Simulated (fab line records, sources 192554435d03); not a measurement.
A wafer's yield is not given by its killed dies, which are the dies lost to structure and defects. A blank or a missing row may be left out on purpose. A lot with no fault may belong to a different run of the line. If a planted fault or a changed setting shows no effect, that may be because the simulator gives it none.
Comparing a struck lot with a sound one    flow n5_finfet    20 out of 1938 route steps
Sound: the wafers L216.2, L216.3, L216.5. Struck: wafers L224.1, L224.3, L224.4. The cause is given at the end.
Each step with rows lists, per side, the tool, then ch with its chambers, then its first start. Under that, the readings that differ: sound wafers    struck wafers    difference of the means    sigmas: that difference in standard deviations of wafers without a fault.
alike: readings with means less than 2 such deviations apart, plus words and numbers identical on both sides. not compared: withheld readings, readings lacking a value on some wafer, bounds such as >300 that could conceal the same value, and numbers that have no deviation in the record and whose values overlap.
The two part at a step that has a row with sigmas, a row that says differs or no value, or rows on one side only. Non-overlapping numbers with no deviation appear without sigmas and do not part them. A reading missing from all wafers of one side parts the sides only when that side holds two or more wafers.

N5_MIM_BOT_ETCH_ETCH_03: etches the open film in Cl2/BCl3, target depth 12 nm.
  sound on rie_metal-03 ch 0,1, day 13 03:48; struck on rie_metal-02 ch 0,1, day 15 01:19
  alike: chamber_pressure_mTorr, drypump_motor_current_A, oes_product_au, throttle_valve_pct
  not compared: rf_hours_counter_h
N5_MIM_BOT_ETCH_ETCH_00: etches TiN in Cl2/BCl3, target depth 45.5 nm.
  sound on rie_metal-03 ch 0,1, day 13 03:53; struck on rie_metal-02 ch 0,1, day 15 01:25
  alike: chamber_pressure_mTorr, drypump_motor_current_A, oes_product_au, throttle_valve_pct
  not compared: rf_hours_counter_h
N5_MIM_BOT_ETCH_STRIP_01: strips in O2.
  sound on rie_diel-02 ch 0,2,3, day 13 04:12; struck on rie_diel-02 ch 0,1,2, day 15 01:33
  alike: chamber_pressure_mTorr, drypump_motor_current_A, oes_product_au, rf_vpp_V, showerhead_plenum_p_Torr, throttle_valve_pct
  not compared: rf_hours_counter_h
then, 3 steps without rows for these wafers: N5_MIM_BOT_ETCH_STRIP_02 (strips in post etch residue remover, time 1200 s); N5_MIM_BOT_ETCH_CLEAN_05 (cleans in IPA, time 180 s); N5_MIM_BOT_ETCH_SRD_06 (time 30 s).
N5_PASSIVATION_PECVD_55: deposits SiO2 from SiH4/N2O, target thk 400 nm, time 22.5 s.
  sound on pecvd-03 ch 1,2, day 13 04:42; struck on pecvd-03 ch 0,2, day 15 02:03
  alike: heater_power_w, showerhead_plenum_p_Torr, throttle_valve_pct
  not compared: since_wet_clean_h
N5_PASSIVATION_PECVD_01: deposits SiNx from SiH4/NH3/N2, target thk 200 nm, time 43.2 s.
  sound on pecvd-03 ch 1,2, day 13 04:44; struck on pecvd-03 ch 0,2, day 15 02:05
  alike: heater_power_w, showerhead_plenum_p_Torr, throttle_valve_pct
  not compared: since_wet_clean_h
then, 4 steps without rows for these wafers: N5_PASSIVATION_HMDS_03 (time 60 s); N5_PASSIVATION_COAT_04; N5_PASSIVATION_EBR_06; N5_PASSIVATION_SOFTBAKE_05 (time 90 s).
N5_PASSIVATION_EXPOSE_07: exposes mask TV, defocus 0 nm, target cd 3000 nm.
  sound on krf_scanner-02 ch 0, day 13 07:45; struck on krf_scanner-02 ch 0, day 15 02:39
reading                           sound     struck             difference  sigmas
model.TV_LITHO.overlay_x_nm (nm)  -3 -3 -3  244.6 244.6 244.6  +247.6      
  alike: mask
then, 3 steps without rows for these wafers: N5_PASSIVATION_PEB_08; N5_PASSIVATION_DEVELOP_09 (develop time 60 s); N5_PASSIVATION_HARDBAKE_11 (time 120 s).
N5_PASSIVATION_CD_MEAS_10: the cd target is 3000 nm.
  sound on cd_sem-02 ch 0, day 13 07:55; struck on cd_sem-01 ch 0, day 15 02:50
  alike: cd_nm
N5_PASSIVATION_OVL_MEAS_60:
  sound on overlay-02 ch 0, day 13 07:57; struck on overlay-01 ch 0, day 15 02:52
reading      sound      struck       difference  sigmas
TV_OVL (nm)  -7 -6 -10  236 239 238  +245        +52
N5_PASSIVATION_INSPECT_61: inspects for defects (macro).
  struck on defect_inspect-01, day 15 02:53; sound on defect_inspect-01, day 13 07:58
  alike: raw_defect_count
N5_PASSIVATION_PROBE_49:
  rows exist in the record for the struck wafers here (prober-01, day 15 09:38), but not for the sound ones

WHERE THEY PART
First at N5_PASSIVATION_OVL_MEAS_60; last, within this record, at N5_PASSIVATION_PROBE_49.

WHY: what had been put in by the simulator
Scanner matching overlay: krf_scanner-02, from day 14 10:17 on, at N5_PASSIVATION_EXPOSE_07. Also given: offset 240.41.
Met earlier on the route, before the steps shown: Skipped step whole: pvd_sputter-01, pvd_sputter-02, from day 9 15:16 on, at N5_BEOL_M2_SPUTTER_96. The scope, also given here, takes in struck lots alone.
